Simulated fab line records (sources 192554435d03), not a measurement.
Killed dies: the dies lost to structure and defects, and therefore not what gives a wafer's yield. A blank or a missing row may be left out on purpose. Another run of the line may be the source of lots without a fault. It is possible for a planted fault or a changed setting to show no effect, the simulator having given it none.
Chamber matching || flow n5 finfet || N5_BEOL_M15_ETCH_61 on rie diel-01 has 4 sister chambers
The step etches BARC in N2/H2, target depth 89 nm, overetch 26.7 nm, time 67.9 s. 14 wafers are shown with their chamber, then 7 later ones without.

WAFERS PAIRED WITH THEIR CHAMBERS
{"wafer": "L080.2", "chamber": 3, "showerhead plenum p Torr (Torr)": 2.68, "drypump motor current A (A)": 6.2, "throttle valve pct (%)": 18.03}
{"wafer": "L080.3", "chamber": 0, "showerhead plenum p Torr (Torr)": 2.46, "drypump motor current A (A)": 5.1, "throttle valve pct (%)": 17.80}
{"wafer": "L080.6", "chamber": 0, "showerhead plenum p Torr (Torr)": 2.46, "drypump motor current A (A)": 5.1, "throttle valve pct (%)": 17.78}
{"wafer": "L084.1", "chamber": 2, "showerhead plenum p Torr (Torr)": 2.64, "drypump motor current A (A)": 5.6, "throttle valve pct (%)": 18.07}
{"wafer": "L084.5", "chamber": 3, "showerhead plenum p Torr (Torr)": 2.68, "drypump motor current A (A)": 6.2, "throttle valve pct (%)": 18.02}
{"wafer": "L084.6", "chamber": 2, "showerhead plenum p Torr (Torr)": 2.64, "drypump motor current A (A)": 5.6, "throttle valve pct (%)": 18.07}
{"wafer": "L086.1", "chamber": 3, "showerhead plenum p Torr (Torr)": 2.68, "drypump motor current A (A)": 6.2, "throttle valve pct (%)": 18.04}
{"wafer": "L086.4", "chamber": 1, "showerhead plenum p Torr (Torr)": 2.50, "drypump motor current A (A)": 6.0, "throttle valve pct (%)": 18.25}
{"wafer": "L086.5", "chamber": 1, "showerhead plenum p Torr (Torr)": 2.50, "drypump motor current A (A)": 5.9, "throttle valve pct (%)": 18.25}
{"wafer": "L087.1", "chamber": 1, "showerhead plenum p Torr (Torr)": 2.50, "drypump motor current A (A)": 5.9, "throttle valve pct (%)": 18.25}
{"wafer": "L087.3", "chamber": 2, "showerhead plenum p Torr (Torr)": 2.63, "drypump motor current A (A)": 5.6, "throttle valve pct (%)": 18.10}
{"wafer": "L087.5", "chamber": 0, "showerhead plenum p Torr (Torr)": 2.46, "drypump motor current A (A)": 5.1, "throttle valve pct (%)": 17.80}
{"wafer": "L091.4", "chamber": 2, "showerhead plenum p Torr (Torr)": 2.63, "drypump motor current A (A)": 5.6, "throttle valve pct (%)": 18.11}
{"wafer": "L091.5", "chamber": 0, "showerhead plenum p Torr (Torr)": 2.46, "drypump motor current A (A)": 5.1, "throttle valve pct (%)": 17.82}

SIGNATURES (averages over the wafers above)
{"reading": "showerhead plenum p Torr", "chamber 0": 2.4600, "chamber 1": 2.5000, "chamber 2": 2.6350, "chamber 3": 2.6800, "scatter within a chamber": 0.00316}
{"reading": "drypump motor current A", "chamber 0": 5.100, "chamber 1": 5.933, "chamber 2": 5.600, "chamber 3": 6.200, "scatter within a chamber": 0.0258}
{"reading": "throttle valve pct", "chamber 0": 17.8000, "chamber 1": 18.2500, "chamber 2": 18.0875, "chamber 3": 18.0300, "scatter within a chamber": 0.0151}
Rule: distance of a wafer from a chamber = root of the sum over the readings of ((wafer's reading minus chamber's mean) / reading's scatter) squared. The wafer belongs to the nearest chamber; if the next one is less than 2 further off, it can't be placed. The scatter: take each reading less its chamber's mean, square it, sum over the shown wafers, divide by the number of wafers less the number of chambers, and take the root.

WAFERS WITHOUT THEIR CHAMBER
{"wafer": "L091.6", "showerhead plenum p Torr (Torr)": 2.67, "drypump motor current A (A)": 6.3, "throttle valve pct (%)": 18.06}
{"wafer": "L095.1", "showerhead plenum p Torr (Torr)": 2.63, "drypump motor current A (A)": 5.6, "throttle valve pct (%)": 18.12}
{"wafer": "L095.3", "showerhead plenum p Torr (Torr)": 2.49, "drypump motor current A (A)": 5.9, "throttle valve pct (%)": 18.28}
{"wafer": "L095.6", "showerhead plenum p Torr (Torr)": 2.49, "drypump motor current A (A)": 5.9, "throttle valve pct (%)": 18.28}
{"wafer": "L097.1", "showerhead plenum p Torr (Torr)": 2.49, "drypump motor current A (A)": 6.0, "throttle valve pct (%)": 18.28}
{"wafer": "L097.2", "showerhead plenum p Torr (Torr)": 2.62, "drypump motor current A (A)": 5.7, "throttle valve pct (%)": 18.13}
{"wafer": "L097.6", "showerhead plenum p Torr (Torr)": 2.67, "drypump motor current A (A)": 6.2, "throttle valve pct (%)": 18.07}

THE CHAMBER EACH PASSED THROUGH
{"wafer": "L091.6", "from the rows above": 3, "in truth": 3}
{"wafer": "L095.1", "from the rows above": 2, "in truth": 2}
{"wafer": "L095.3", "from the rows above": 1, "in truth": 1}
{"wafer": "L095.6", "from the rows above": 1, "in truth": 1}
{"wafer": "L097.1", "from the rows above": 1, "in truth": 1}
{"wafer": "L097.2", "from the rows above": 2, "in truth": 2}
{"wafer": "L097.6", "from the rows above": 3, "in truth": 3}
Correct placement for 7 of the 7. Not placeable from these rows: 0. Placed wrongly: 0.
